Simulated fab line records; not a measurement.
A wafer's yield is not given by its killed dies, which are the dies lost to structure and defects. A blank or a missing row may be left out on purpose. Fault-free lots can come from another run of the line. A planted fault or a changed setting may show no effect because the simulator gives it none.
fab line records | flow n5_finfet
record lots=5 | wafers=15 | last_day=18
route steps=1938 shown MOL_CONTACT_COAG@601 BEOL_M4@1111 PASSIVATION@1936
lots untouched by any fault: they come from a run of this same line in which no faults occurred
start_h: hours from the record's first day to the start of the lot's first wafer shown | wait_h: how many hours have passed since the lot's step before this one | " identical to the entry in the row above | L1.1+2: a single row standing in for several wafers | - value missing, or start not given | * or withheld: withheld | < > ~ a bound
route shown NAME@n: NAME is a module with steps in the file, n the number in the route of the first one | usual: the fault-free wafers' mean and standard deviation | same: alike in all rows | chamber/n: place in a boat | sites: the reading at each site | _std_site: how widely they spread, as a standard deviation | _edge_site: mean of outer sites minus mean of inner sites | radius_mm: how far each site lies from the wafer's centre | mask NAME#n: copy n | behind: the last tool/chamber to shape the wafer | hold: what put the lot on hold/how long, in hours/how the hold closed | device: which transistor (n, p or np) failed to switch | end of line: the route-end tests of the same wafers | for a step that has no rows: nothing shown but its recipe | killed: the dies lost at the first sort to structure and to defects; this is not the yield of the wafer | map: shows each die of a wafer: x if killed, . if not, _ if none is there
set.NAME: the setting that was run; set.NAME@STEP: the one run at that earlier step | model.NAME: the simulator's own value behind a step, which no gauge read
lots seen at some steps along the route; tables by step, rows by wafer
services: from which hour (start_h, from the record's first day; less than 0 if before it) a tool's chamber was out of use, for how many hours, and why
## steps
# step N5_MOL_CONTACT_COAG_DEVELOP_39
# recipe develop_time_s=30 | developer=TMAH | resist=CAR-EUV | rinse_liquid=surfactant_rinse | dry=air_spin | dev_temp_c=23
# step N5_MOL_CONTACT_COAG_DESCUM_45
# recipe chemistry=O2 | time_s=7 | source_power_w=50 | bias_power_w=20 | pressure_mtorr=20 | rf_frequency_hz=2.712e+07 | temp_c=40 | resist=CAR-EUV | o2_flow_sccm=225
# step N5_MOL_CONTACT_COAG_ETCH_65
# recipe chemistry=N2/H2 | target=underlayer | target_depth_a=130 | mask_material=CAR-EUV | time_s=10.4 | ion_energy_ev=200 | pressure_mtorr=30 | source_w=840 | bias_w=150 | n2_flow_sccm=200 | h2_flow_sccm=200 | ends=cleared
# step N5_MOL_CONTACT_COAG_ETCH_66
# recipe chemistry=CF4 | target=SiARC | target_depth_a=130 | mask_material=CAR-EUV | time_s=21.7 | ion_energy_ev=80 | pressure_mtorr=40 | source_w=545 | bias_w=36 | Ar_flow_sccm=100 | cf4_flow_sccm=100 | ends=cleared
# step N5_MOL_CONTACT_COAG_ALD_133
# recipe material=SiO2 | target_thk_a=50 | temp_c=100 | ald_precursor_family=BDEAS | ald_co_reactant=O2-plasma | pulse_time_s=1 | co_reactant_pulse_time_s=1 | purge_time_s=2 | co_reactant_purge_time_s=2 | ald_cycles=35 | pressure_torr=2
# step N5_MOL_CONTACT_COAG_ETCHBACK_134
# recipe chemistry=CHF3 | target=SiO2 | target_depth_a=100 | time_s=6.7 | ion_energy_ev=200 | pressure_mtorr=30 | source_w=610 | bias_w=170 | Ar_flow_sccm=200 | CHF3_flow_sccm=50
# step N5_MOL_CONTACT_COAG_ETCH_67
# recipe chemistry=N2/H2 | target=SOC | target_depth_a=600 | overetch_a=210 | mask_material=SiARC | temp_c=40 | time_s=101.2 | ion_energy_ev=200 | pressure_mtorr=30 | source_w=840 | bias_w=150 | n2_flow_sccm=200 | h2_flow_sccm=200
# step N5_MOL_CONTACT_COAG_STRIP_68
# recipe chemistry=N2/H2 | temp_c=40 | n2_flow_sccm=200 | h2_flow_sccm=200 | rf_frequency_hz=6e+07
# step N5_MOL_CONTACT_COAG_STRIP_69
# recipe chemistry=N2/H2 | temp_c=40 | n2_flow_sccm=200 | h2_flow_sccm=200 | rf_frequency_hz=6e+07
# step N5_MOL_CONTACT_COAG_ETCHBACK_136
# recipe chemistry=CHF3 | target=SiO2 | target_depth_a=250 | time_s=16.7 | ion_energy_ev=200 | pressure_mtorr=30 | source_w=610 | bias_w=170 | Ar_flow_sccm=200 | CHF3_flow_sccm=50
# usual CHF3_flow_sccm=50.04/0.15 | bias_w=170.0/0.51 | drypump_motor_current_A=5.8/0.43 | oes_product_au=0.79/0.11 | rf_vpp_V=528/21 | showerhead_plenum_p_Torr=2.40/0.059 | throttle_valve_pct=18.69/0.25
lot.wafer | tool        | chamber | start_h | wait_h | CHF3_flow_sccm | bias_w | drypump_motor_current_A | oes_product_au | rf_hours_counter_h | rf_vpp_V | showerhead_plenum_p_Torr | throttle_valve_pct | model.SiARC_of_MOL_CONTACT_COAG_COAT_63.thk_nm | model.SOC_of_MOL_CONTACT_COAG_COAT_62.thk_nm
L746.3    | rie_diel-06 | 2       | 113.22  | 0.0    | 50.05          | 169.8  | 6.4                     | 0.70           | 249                | 557      | 2.42                     | 18.74              | 0                                              | 57
L746.5    | "           | 2       | "       | "      | 50.29          | 169.5  | 6.3                     | 0.69           | -                  | 555      | 2.42                     | 18.74              | 0                                              | 57.4
L746.6    | "           | 0       | "       | "      | 50.20          | 171.0  | 5.3                     | 0.70           | -                  | 503      | 2.31                     | 18.94              | 0                                              | 57.4
L764.2    | rie_diel-06 | 3       | 223.11  | 0.0    | -              | -      | -                       | -              | -                  | -        | -                        | -                  | 5.8                                            | 60.2
L764.3    | "           | 1       | "       | "      | -              | -      | -                       | -              | -                  | -        | -                        | -                  | 5.4                                            | 60.2
L764.4    | "           | 2       | "       | "      | -              | -      | -                       | -              | -                  | -        | -                        | -                  | 5.6                                            | 60.2
L765.1    | rie_diel-05 | 1       | 223.44  | 0.0    | -              | -      | -                       | -              | -                  | -        | -                        | -                  | 5.8                                            | 59.8
L765.4    | "           | 2       | "       | "      | -              | -      | -                       | -              | -                  | -        | -                        | -                  | 5.8                                            | 59.8
L765.6    | "           | 2       | "       | "      | -              | -      | -                       | -              | -                  | -        | -                        | -                  | 5.8                                            | 59.6
L766.3    | rie_diel-06 | 1       | 225.05  | 0.0    | -              | -      | -                       | -              | -                  | -        | -                        | -                  | 5.4                                            | 59.8
L766.5    | "           | 1       | "       | "      | -              | -      | -                       | -              | -                  | -        | -                        | -                  | 5.4                                            | 59.8
L766.6    | "           | 2       | "       | "      | -              | -      | -                       | -              | -                  | -        | -                        | -                  | 5.6                                            | 59.8
L767.1    | rie_diel-04 | 2       | 238.58  | 0.0    | 50.19          | 169.6  | 5.8                     | 0.80           | 128                | 545      | 2.48                     | 18.80              | 0                                              | 57
L767.2    | "           | 0       | "       | "      | 50.01          | 169.4  | 5.3                     | 0.94           | 10                 | 548      | 2.44                     | 18.68              | 0                                              | 57.4
L767.3    | "           | 3       | "       | "      | 50.21          | 169.4  | 5.4                     | 0.71           | 252                | 479      | 2.34                     | 19.01              | 0                                              | 57.2
# step N5_MOL_CONTACT_COAG_STRIP_120
# recipe chemistry=CHF3 | resist=SiARC | rf_frequency_hz=6e+07
# step N5_MOL_CONTACT_COAG_VIA_ETCH_117
# recipe chemistry=C4F6/O2 | target_depth_a=400 | overetch_a=80 | mask_material=SOC | target=SiO2 | bias_w=455 | pressure_mtorr=10 | time_s=26 | source_w=325 | Ar_flow_sccm=300 | C4F6_flow_sccm=10 | O2_flow_sccm=10 | ion_energy_ev=575.3 | ends=end_point
# usual drypump_motor_current_A=5.8/0.43 | oes_product_au=0.71/0.087 | rf_vpp_V=1597/59 | showerhead_plenum_p_Torr=2.87/0.07 | throttle_valve_pct=41.0/0.38
lot.wafer | tool        | chamber | start_h | wait_h | drypump_motor_current_A | oes_product_au | rf_hours_counter_h | rf_vpp_V | showerhead_plenum_p_Torr | throttle_valve_pct | model.MOL_CONTACT_COAG.feature_depth_nm | model.etch.depth_nm
L746.3    | rie_diel-06 | 2       | 113.26  | 0.0    | 6.4                     | 0.63           | 249                | 1674     | 2.88                     | 40.6               | 40.2                                    | 40.12
L746.5    | "           | 2       | "       | "      | 6.4                     | 0.63           | -                  | 1672     | 2.88                     | 40.6               | 40.4                                    | 40.32
L746.6    | "           | 0       | "       | "      | 5.4                     | 0.65           | -                  | 1528     | 2.76                     | 41.4               | 41.2                                    | 41.19
L764.2    | rie_diel-06 | 3       | 223.14  | 0.0    | 5.7                     | 0.80           | 37                 | 1557     | 2.87                     | 40.8               | 43.4                                    | 42.97
L764.3    | "           | 1       | "       | "      | 6.5                     | 0.88           | 17                 | 1646     | 2.91                     | 40.9               | 44.4                                    | 44.08
L764.4    | "           | 2       | "       | "      | 6.4                     | 0.88           | 30                 | 1672     | 2.87                     | 40.9               | 45.8                                    | 45.56
L765.1    | rie_diel-05 | 1       | 223.47  | 0.0    | 6.1                     | 0.79           | 49                 | 1586     | 2.89                     | 41.1               | 42.8                                    | 42.36
L765.4    | "           | 2       | "       | "      | 5.7                     | 0.71           | 139                | 1639     | 2.94                     | 40.7               | 44.4                                    | 44.04
L765.6    | "           | 2       | "       | "      | 5.8                     | 0.71           | -                  | 1640     | 2.94                     | 40.7               | 43.8                                    | 43.38
L766.3    | rie_diel-06 | 1       | 225.09  | 0.0    | 6.5                     | 0.88           | 18                 | 1647     | 2.91                     | 40.9               | 44.8                                    | 44.33
L766.5    | "           | 1       | "       | "      | 6.5                     | 0.88           | -                  | 1648     | 2.91                     | 40.9               | 44.8                                    | 44.47
L766.6    | "           | 2       | "       | "      | 6.4                     | 0.86           | -                  | 1670     | 2.87                     | 40.9               | 43.2                                    | 42.86
L767.1    | rie_diel-04 | 2       | 238.61  | 0.0    | 5.9                     | 0.70           | 128                | 1648     | 2.96                     | 40.9               | 39.6                                    | 39.52
L767.2    | "           | 0       | "       | "      | 5.3                     | 0.82           | 11                 | 1655     | 2.92                     | 40.8               | 39.6                                    | 39.51
L767.3    | "           | 3       | "       | "      | 5.3                     | 0.62           | 252                | 1461     | 2.79                     | 41.0               | 39.6                                    | 39.59
# step N5_MOL_CONTACT_COAG_ETCH_124
# recipe chemistry=CH3F/O2 | target=SiNx | target_depth_a=65 | mask_material=SOC | stop_on=SiOC | over_etch_frac=0.3 | ion_energy_ev=120 | pressure_mtorr=30 | source_w=395 | bias_w=73 | Ar_flow_sccm=150 | CH3F_flow_sccm=30 | O2_flow_sccm=20 | ends=end_point
# step N5_MOL_CONTACT_COAG_ETCH_48
# recipe chemistry=C4F6/O2 | target_depth_a=150 | overetch_a=45 | mask_material=SOC | target=SiOC | bias_w=465 | pressure_mtorr=10 | time_s=17 | source_w=335 | Ar_flow_sccm=300 | C4F6_flow_sccm=10 | O2_flow_sccm=10 | ion_energy_ev=576
# usual drypump_motor_current_A=5.8/0.43 | oes_product_au=0.67/0.096 | rf_vpp_V=1599/59 | showerhead_plenum_p_Torr=2.87/0.07 | throttle_valve_pct=40.6/0.37
lot.wafer | tool        | chamber | start_h | wait_h | drypump_motor_current_A | oes_product_au | rf_hours_counter_h | rf_vpp_V | showerhead_plenum_p_Torr | throttle_valve_pct | model.SOC_of_MOL_CONTACT_COAG_COAT_62.thk_nm
L746.3    | rie_diel-06 | 2       | 113.32  | 0.0    | 6.4                     | 0.58           | 249                | 1676     | 2.88                     | 40.1               | 45.4
L746.5    | "           | 2       | "       | "      | 6.4                     | 0.56           | -                  | 1673     | 2.88                     | 40.1               | 45.6
L746.6    | "           | 0       | "       | "      | 5.3                     | 0.58           | -                  | 1531     | 2.76                     | 40.9               | 46.4
L764.2    | rie_diel-06 | 3       | 223.21  | 0.0    | 5.7                     | 0.68           | 37                 | 1557     | 2.87                     | 40.3               | 48.8
L764.3    | "           | 1       | "       | "      | 6.5                     | 0.82           | 17                 | 1649     | 2.91                     | 40.4               | 48.2
L764.4    | "           | 2       | "       | "      | 6.4                     | 0.72           | 30                 | 1673     | 2.87                     | 40.4               | 48.6
L765.1    | rie_diel-05 | 1       | 223.54  | 0.0    | 6.1                     | 0.74           | 49                 | 1586     | 2.89                     | 40.6               | 48.2
L765.4    | "           | 2       | "       | "      | 5.7                     | 0.68           | 139                | 1642     | 2.94                     | 40.2               | 48.2
L765.6    | "           | 2       | "       | "      | 5.7                     | 0.63           | -                  | 1641     | 2.94                     | 40.2               | 47.8
L766.3    | rie_diel-06 | 1       | 225.15  | 0.0    | 6.5                     | 0.85           | 18                 | 1648     | 2.91                     | 40.4               | 48
L766.5    | "           | 1       | "       | "      | 6.5                     | 0.86           | -                  | 1648     | 2.91                     | 40.4               | 48
L766.6    | "           | 2       | "       | "      | 6.4                     | 0.84           | -                  | 1672     | 2.87                     | 40.4               | 48.2
L767.1    | rie_diel-04 | 2       | 238.68  | 0.0    | 5.9                     | 0.67           | 128                | 1649     | 2.96                     | 40.4               | 45.2
L767.2    | "           | 0       | "       | "      | 5.3                     | 0.80           | 11                 | 1655     | 2.92                     | 40.3               | 45.2
L767.3    | "           | 3       | "       | "      | 5.4                     | 0.59           | 252                | 1464     | 2.79                     | 40.5               | 45.6
# step N5_MOL_CONTACT_COAG_STRIP_72
# recipe chemistry=N2/H2 | power_w=450 | temp_c=40 | pressure_mtorr=20 | rf_frequency_hz=6e+07 | overash_fraction=3 | bias_power_w=7 | h2_frac=0.5 | n2_flow_sccm=200 | h2_flow_sccm=200
# step N5_BEOL_M4_RC_MEAS_101
# usual DIBL_N=36.1/2 | DIBL_P=36.3/2.5 | IOFF_N=0.16/0.037 | IOFF_P=0.21/0.039 | ION_N=678/15 | ION_P=465/8.7 | SS_N=71.4/0.7 | SS_P=73.3/0.74 | VT_N=249/3.6 | VT_P=-250.0/2.9
lot.wafer | tool      | chamber | start_h | wait_h | DIBL_N[mV/V] | DIBL_P[mV/V] | IOFF_N[nA/um] | IOFF_P[nA/um] | ION_N[uA/um] | ION_P[uA/um] | SS_N[mV/dec] | SS_P[mV/dec] | VT_N[mV] | VT_P[mV]
L746.3    | prober-02 | 0       | 178.72  | 0.3    | 34.2         | 34.8         | 0.14          | 0.21          | 675          | 462          | 71.8         | 73.2         | 250      | -247.8
L746.5    | "         | 0       | "       | "      | 34.0         | 34.7         | 0.15          | 0.22          | 693          | 477          | 71.0         | 73.3         | 248      | -248.4
L746.6    | "         | 0       | "       | "      | 36.2         | 36.9         | 0.18          | 0.24          | 671          | 460          | 71.8         | 73.6         | 246      | -248.3
L766.3    | prober-02 | 0       | 306.37  | 0.3    | 36.0         | 37.7         | 0.16          | 0.20          | 679          | 466          | 70.6         | 73.9         | 249      | -249.1
L766.5    | "         | 0       | "       | "      | 36.4         | 38.1         | 0.18          | 0.21          | 700          | 469          | 70.8         | 73.5         | 247      | -251.2
L766.6    | "         | 0       | "       | "      | 36.1         | 37.0         | 0.16          | 0.17          | 672          | 453          | 71.0         | 73.5         | 251      | -254.4
L764.2    | prober-02 | 0       | 308.42  | 0.2    | 38.1         | 40.0         | 0.22          | 0.27          | 688          | 472          | 72.0         | 74.1         | 242      | -249.1
L764.3    | "         | 0       | "       | "      | 34.3         | 35.7         | 0.13          | 0.20          | 681          | 470          | 70.7         | 73.4         | 254      | -250.4
L764.4    | "         | 0       | "       | "      | 34.2         | 35.2         | 0.14          | 0.20          | 667          | 456          | 70.6         | 72.8         | 250      | -253.2
L765.1    | prober-02 | 0       | 318.63  | 0.0    | 37.6         | 38.3         | 0.21          | 0.28          | 701          | 476          | 71.8         | 74.5         | 244      | -245.1
L765.4    | "         | 0       | "       | "      | 37.3         | 36.7         | 0.19          | 0.25          | 683          | 461          | 71.7         | 73.7         | 244      | -249.8
L765.6    | "         | 0       | "       | "      | 34.9         | 33.8         | 0.15          | 0.20          | 686          | 475          | 71.2         | 73.1         | 250      | -250.5
L767.1    | prober-01 | 0       | 324.98  | 0.0    | 38.4         | 39.4         | 0.22          | 0.26          | 686          | 464          | 72.2         | 73.9         | 245      | -245.6
L767.2    | "         | 0       | "       | "      | 32.9         | 33.3         | 0.13          | 0.17          | 672          | 465          | 70.0         | 73.2         | 248      | -249.2
L767.3    | "         | 0       | "       | "      | 33.2         | 33.9         | 0.13          | 0.19          | 685          | 481          | 70.8         | 72.1         | 249      | -251.4
# step N5_PASSIVATION_PROBE_49
# usual defect_limited_yield=91.1/1.3 | killed_at_M0_to_M3=32/9.7 | killed_at_M4_up=16/6 | killed_at_contacts=12/5.9 | killed_at_front_end=41/11 | killed_at_other=4/3.1 | killed_dies=104/16 | killed_on_rim=14/4 | killed_open=68/12 | killed_short=34/7.4 | sort_bin_5_function=5.1/0.85 | sort_bin_6_memory=3.3/0.66 | sort_n_pass=1075/16 | sort_yield_pct=91.1/1.4
# same gross_dies=1180 | killed_at_back_side=0 | sort_bin_4_leakage[%]=0 | sort_bin_8_speed[%]=0
lot.wafer | tool      | chamber | start_h | wait_h | defect_limited_yield[%] | killed_at_M0_to_M3 | killed_at_M4_up | killed_at_contacts | killed_at_front_end | killed_at_other | killed_dies | killed_on_rim | killed_open | killed_short | sort_bin_5_function[%] | sort_bin_6_memory[%] | sort_n_pass | sort_yield_pct[%]
L746.3    | prober-02 | -       | 291.32  | 0.1    | 91.3                    | 33                 | 14              | 20                 | 32                  | 4               | 103         | 18            | 71          | 32           | 4.8                    | 3.6                  | 1077        | 91.3
L746.5    | prober-02 | -       | 291.42  | 0.2    | 92.3                    | 33                 | 20              | 14                 | 22                  | 2               | 91          | 10            | 60          | 29           | 4.4                    | 3.2                  | 1089        | 92.3
L746.6    | prober-02 | -       | 291.47  | 0.3    | 90.0                    | 40                 | 17              | 5                  | 48                  | 8               | 118         | 17            | 79          | 37           | 5.8                    | 3.8                  | 1062        | 90.0
L766.3    | prober-02 | -       | 418.30  | 0.1    | 90.8                    | 37                 | 10              | 7                  | 53                  | 2               | 109         | 12            | 59          | 36           | 4.5                    | 3.3                  | 1071        | 90.8
L766.5    | prober-02 | -       | 418.40  | 0.2    | 93.1                    | 21                 | 18              | 3                  | 33                  | 6               | 81          | 15            | 49          | 25           | 3.3                    | 2.6                  | 1099        | 93.1
L766.6    | prober-02 | -       | 418.45  | 0.3    | 90.0                    | 35                 | 23              | 7                  | 49                  | 4               | 118         | 19            | 70          | 35           | 4.7                    | 4.0                  | 1062        | 90.0
L764.2    | prober-01 | -       | 425.34  | 0.1    | 87.6                    | 24                 | 9               | 16                 | 95                  | 2               | 146         | 13            | 89          | 35           | 5.6                    | 4.8                  | 1034        | 87.6
L764.3    | prober-01 | -       | 425.39  | 0.1    | 90.3                    | 30                 | 12              | 17                 | 50                  | 5               | 114         | 17            | 72          | 41           | 6.0                    | 3.5                  | 1066        | 90.3
L764.4    | prober-01 | -       | 425.44  | 0.2    | 87.5                    | 32                 | 28              | 17                 | 67                  | 3               | 147         | 26            | 94          | 34           | 7.8                    | 4.0                  | 1033        | 87.5
L765.1    | prober-02 | -       | 425.63  | 0.0    | 91.4                    | 38                 | 6               | 14                 | 38                  | 5               | 101         | 8             | 59          | 32           | 5.0                    | 2.9                  | 1079        | 91.4
L765.4    | prober-02 | -       | 425.78  | 0.2    | 91.6                    | 35                 | 11              | 20                 | 30                  | 3               | 99          | 16            | 65          | 34           | 4.4                    | 3.8                  | 1081        | 91.6
L765.6    | prober-02 | -       | 425.88  | 0.3    | 90.1                    | 29                 | 16              | 12                 | 34                  | 26              | 117         | 16            | 64          | 28           | 6.7                    | 2.9                  | 1063        | 90.1
L767.1    | prober-01 | -       | 430.47  | 0.0    | 90.1                    | 37                 | 13              | 16                 | 34                  | 17              | 117         | 15            | 80          | 37           | 6.4                    | 3.2                  | 1063        | 90.1
L767.2    | prober-01 | -       | 430.52  | 0.1    | 90.8                    | 22                 | 21              | 10                 | 48                  | 8               | 109         | 17            | 57          | 45           | 5.6                    | 2.7                  | 1071        | 90.8
L767.3    | prober-01 | -       | 430.57  | 0.1    | 90.7                    | 36                 | 16              | 12                 | 36                  | 10              | 110         | 14            | 72          | 38           | 5.2                    | 3.7                  | 1070        | 90.7
# killed by level:class
L746.3 MOL_CONTACT_COAG:geometric_particle:open=17 BEOL_M0_SAQP:geometric_particle:open=10 FIN_SAQP:geometric_particle:open=8 BEOL_M4:geometric_particle:short=7 BEOL_M0_SAQP:geometric_particle:short=6 BEOL_M3:geometric_particle:open=5 FIN_SAQP:geometric_particle:short=4 BEOL_M2:geometric_particle:open=4
L746.5 MOL_CONTACT_COAG:geometric_particle:open=11 BEOL_M1:geometric_particle:open=8 BEOL_M0_SAQP:geometric_particle:open=7 GATE_CUT:geometric_particle:short=6 BEOL_M4:geometric_particle:open=6 BEOL_M0:geometric_particle:open=5 BEOL_M0_SAQP:geometric_particle:short=4 FIN_SAQP:geometric_particle:open=3
L746.6 BEOL_M2:geometric_particle:open=10 STI_FIN_REVEAL:geometric_particle:open=9 BEOL_M0_SAQP:geometric_particle:short=8 FIN_SAQP:geometric_particle:open=7 GATE_CUT:geometric_particle:open=7 BEOL_M0_SAQP:geometric_particle:open=7 GATE_CUT:geometric_particle:short=6 FIN_SAQP:geometric_particle:short=5
L766.3 HKMG_FIN:area_etch=13 FIN_SAQP:geometric_particle:short=8 STI_FIN_REVEAL:geometric_particle:open=8 FIN_SAQP:geometric_particle:open=7 BEOL_M1:geometric_particle:open=7 BEOL_M2:geometric_particle:open=7 BEOL_M1:geometric_particle:short=6 MOL_CONTACT_COAG:geometric_particle:open=6
L766.5 FIN_SAQP:geometric_particle:short=7 STI_FIN_REVEAL:geometric_particle:open=5 BEOL_M3:geometric_particle:open=5 BEOL_M5:geometric_particle:open=5 HKMG_FIN:area_etch=5 BEOL_M2:geometric_particle:open=4 BEOL_M4:geometric_particle:open=4 BEOL_M8:geometric_particle:open=4
L766.6 FIN_SAQP:geometric_particle:short=12 BEOL_M2:geometric_particle:open=12 HKMG_FIN:area_etch=11 FIN_SAQP:geometric_particle:open=8 BEOL_M3:geometric_particle:open=8 BEOL_M4:geometric_particle:open=8 BEOL_M1:geometric_particle:open=7 STI_FIN_REVEAL:geometric_particle:open=7
L764.2 FIN_SAQP:geometric_particle:open=22 HKMG_FIN:area_etch=20 STI_FIN_REVEAL:geometric_particle:open=17 MOL_CONTACT_COAG:geometric_particle:open=11 BEOL_M0_SAQP:geometric_particle:short=7 FIN_SAQP:geometric_particle:short=6 BEOL_M0_SAQP:geometric_particle:open=6 DUMMY_GATE:geometric_particle:open=5
L764.3 MOL_CONTACT_COAG:geometric_particle:open=16 FIN_SAQP:geometric_particle:short=15 BEOL_M0_SAQP:geometric_particle:short=12 FIN_SAQP:geometric_particle:open=9 DUMMY_GATE:geometric_particle:open=7 BEOL_M4:geometric_particle:open=6 STI_FIN_REVEAL:geometric_particle:open=5 BEOL_M2:geometric_particle:open=5
L764.4 BEOL_M4:geometric_particle:open=18 FIN_SAQP:geometric_particle:open=16 DUMMY_GATE:geometric_particle:open=13 BEOL_M0_SAQP:geometric_particle:open=13 STI_FIN_REVEAL:geometric_particle:open=12 MOL_CONTACT_COAG:area_etch=12 FIN_SAQP:geometric_particle:short=9 BEOL_M0_SAQP:geometric_particle:short=7
L765.1 BEOL_M0_SAQP:geometric_particle:short=13 MOL_CONTACT_COAG:geometric_particle:open=12 BEOL_M0_SAQP:geometric_particle:open=11 FIN_SAQP:geometric_particle:open=7 HKMG_FIN:area_etch=7 BEOL_M3:geometric_particle:open=4 FIN_SAQP:geometric_particle:short=3 DUMMY_GATE:geometric_particle:open=3
L765.4 MOL_CONTACT_COAG:geometric_particle:open=14 BEOL_M1:geometric_particle:open=7 MOL_CONTACT_COAG:geometric_particle:short=6 BEOL_M2:geometric_particle:open=6 BEOL_M8:geometric_particle:open=6 BEOL_M0_SAQP:geometric_particle:short=5 GATE_CUT:geometric_particle:short=5 BEOL_M0_SAQP:geometric_particle:open=5
L765.6 PASSIVATION:area_etch=24 MOL_CONTACT_COAG:geometric_particle:open=10 BEOL_M0_SAQP:geometric_particle:open=9 FIN_SAQP:geometric_particle:open=7 DUMMY_GATE:geometric_particle:open=7 BEOL_M4:geometric_particle:open=7 BEOL_M3:geometric_particle:open=6 GATE_CUT:geometric_particle:short=5
L767.1 MOL_CONTACT_COAG:geometric_particle:open=12 FIN_SAQP:geometric_particle:open=9 BEOL_M0_SAQP:geometric_particle:open=9 BEOL_M4:geometric_particle:open=6 BEOL_M2:geometric_particle:short=6 BEOL_M2:geometric_particle:open=6 PASS1_CAP:geometric_particle:short=6 STARTING-WAFER:geometric_particle:open=6
L767.2 FIN_SAQP:geometric_particle:open=10 BEOL_M4:geometric_particle:open=9 FIN_SAQP:geometric_particle:short=8 HKMG_FIN:area_etch=7 MOL_CONTACT_COAG:geometric_particle:open=6 STI_FIN_REVEAL:geometric_particle:open=5 BEOL_M1:geometric_particle:short=5 BEOL_M4:geometric_particle:short=5
L767.3 STI_FIN_REVEAL:geometric_particle:open=12 MOL_CONTACT_COAG:geometric_particle:open=9 FIN_SAQP:geometric_particle:open=7 BEOL_M1:geometric_particle:open=7 BEOL_M2:geometric_particle:open=6 BEOL_M3:geometric_particle:short=6 FIN_SAQP:geometric_particle:short=5 BEOL_M0_SAQP:geometric_particle:open=5
## services
tool        | chamber | start_h | hours | kind
rie_diel-05 | 1       | 102.88  | 4.1   | repair
rie_diel-06 | 3       | 109.47  | -     | clean
rie_diel-06 | 3       | 109.47  | -     | consumable_replace:focus_ring
rie_diel-06 | 3       | 109.47  | 17.5  | scheduled_down
rie_diel-06 | 3       | 109.47  | 17.5  | vent_cycle
rie_diel-05 | 0       | 124.16  | -     | clean
rie_diel-05 | 0       | 124.16  | -     | consumable_replace:focus_ring
rie_diel-05 | 0       | 124.16  | 14.1  | scheduled_down
rie_diel-05 | 0       | 124.16  | 14.1  | vent_cycle
rie_diel-06 | 2       | 127.08  | -     | clean
rie_diel-06 | 2       | 127.08  | -     | consumable_replace:focus_ring
rie_diel-06 | 2       | 127.08  | 14.0  | scheduled_down
rie_diel-06 | 2       | 127.08  | 14.0  | vent_cycle
rie_diel-06 | 1       | 163.37  | -     | clean
rie_diel-06 | 1       | 163.37  | -     | consumable_replace:focus_ring
rie_diel-06 | 1       | 163.37  | 11.2  | scheduled_down
rie_diel-06 | 1       | 163.37  | 11.2  | vent_cycle
rie_diel-05 | 0       | 167.07  | 5.0   | repair
rie_diel-04 | 2       | 175.54  | 3.6   | repair
rie_diel-05 | 1       | 183.42  | 12.0  | repair
rie_diel-04 | 0       | 197.28  | -     | clean
rie_diel-04 | 0       | 197.28  | -     | consumable_replace:focus_ring
rie_diel-05 | -       | 205.16  | 0.7   | repair
rie_diel-05 | -       | 218.37  | 0.1   | repair
## key
first_sign step=N5_MOL_CONTACT_COAG_ETCHBACK_136 | reading=tool_record | direction=missing
effect none on later readings
model_effect step=N5_MOL_CONTACT_COAG_ETCHBACK_136 | value=SiARC_of_MOL_CONTACT_COAG_COAT_63.thk_nm | without=0 | struck=5.622
model_effect step=N5_MOL_CONTACT_COAG_VIA_ETCH_117 | value=MOL_CONTACT_COAG.feature_depth_nm | without=39.53 | struck=44.16
model_effect step=N5_MOL_CONTACT_COAG_ETCH_48 | value=SOC_of_MOL_CONTACT_COAG_COAT_62.thk_nm | without=45.4 | struck=48.22
met_at N5_MOL_CONTACT_COAG_ETCHBACK_136
struck_wafers L764.2,L764.3,L764.4,L765.1,L765.4,L765.6,L766.3,L766.5,L766.6
baseline_loss step=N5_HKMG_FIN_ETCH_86 | wafers=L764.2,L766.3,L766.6
baseline_loss step=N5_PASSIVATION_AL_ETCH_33 | wafers=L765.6
onset_between 113.22 223.11
fault kind=skipped_step_whole | tool=rie_diel-05,rie_diel-06 | chamber=- | onset_h=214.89 | steps=N5_MOL_CONTACT_COAG_ETCHBACK_136 | scope=struck_lots_only
# baseline_loss: these wafers lose ten dies or more at that step, a loss of the line's own and not of a fault; the sort's usual values leave them out
